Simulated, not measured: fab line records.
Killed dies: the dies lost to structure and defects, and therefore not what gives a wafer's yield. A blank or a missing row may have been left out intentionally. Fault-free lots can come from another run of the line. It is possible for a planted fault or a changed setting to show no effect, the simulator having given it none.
Chamber matching ; flow nand-harc ; NHARC_A_WL_FILL_CMP_12 on cmp-02 has 4 sister chambers
The step polishes, t overpolish 30 s, target thk 75 nm. 7 wafers are shown with their chamber, then 7 later ones without.

== WAFERS, EACH WITH ITS CHAMBER ==
wafer;chamber;motor-current-A (A);time-to-endpoint-s (s)
L075.3;0;9.9;14.3
L079.2;3;10.6;12.8
L083.1;1;12.1;17.5
L083.5;2;13.3;16.0
L083.6;1;11.4;17.5
L083.2;3;10.6;12.6
L083.3;2;13.3;15.4

== WAFERS WHOSE CHAMBER IS MISSING ==
wafer;motor-current-A (A);time-to-endpoint-s (s)
L083.4;9.9;13.0
L087.2;9.8;13.2
L087.4;13.6;15.6
L087.6;11.1;15.3
L087.1;12.4;16.5
L087.3;10.6;13.7
L087.5;13.8;14.6

== CHAMBER TAKEN BY EACH ==
wafer;from the rows above;in truth
L083.4;3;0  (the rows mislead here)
L087.2;can't be placed: 3 or 0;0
L087.4;2;2
L087.6;0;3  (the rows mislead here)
L087.1;can't be placed: 2 or 1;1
L087.3;can't be placed: 0 or 3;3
L087.5;2;2
Correctly placed: 2 of 7. Not placeable from these rows: 3 (in 3, the candidates include the true chamber). Wrongly placed: 2.
How it was worked out, from the rows above alone: a wafer's distance from a chamber is the root of the sum, over the readings, of the square of ((its reading less the chamber's mean) divided by the reading's scatter). The wafer belongs to the nearest chamber; if the next one is less than 2 further off, it can't be placed. For every chamber, the mean is computed from those of its wafers that are shown. The scatter is the square root of a quotient: the sum, over the shown wafers, of each reading's squared deviation from its chamber's mean, divided by wafers minus chambers.
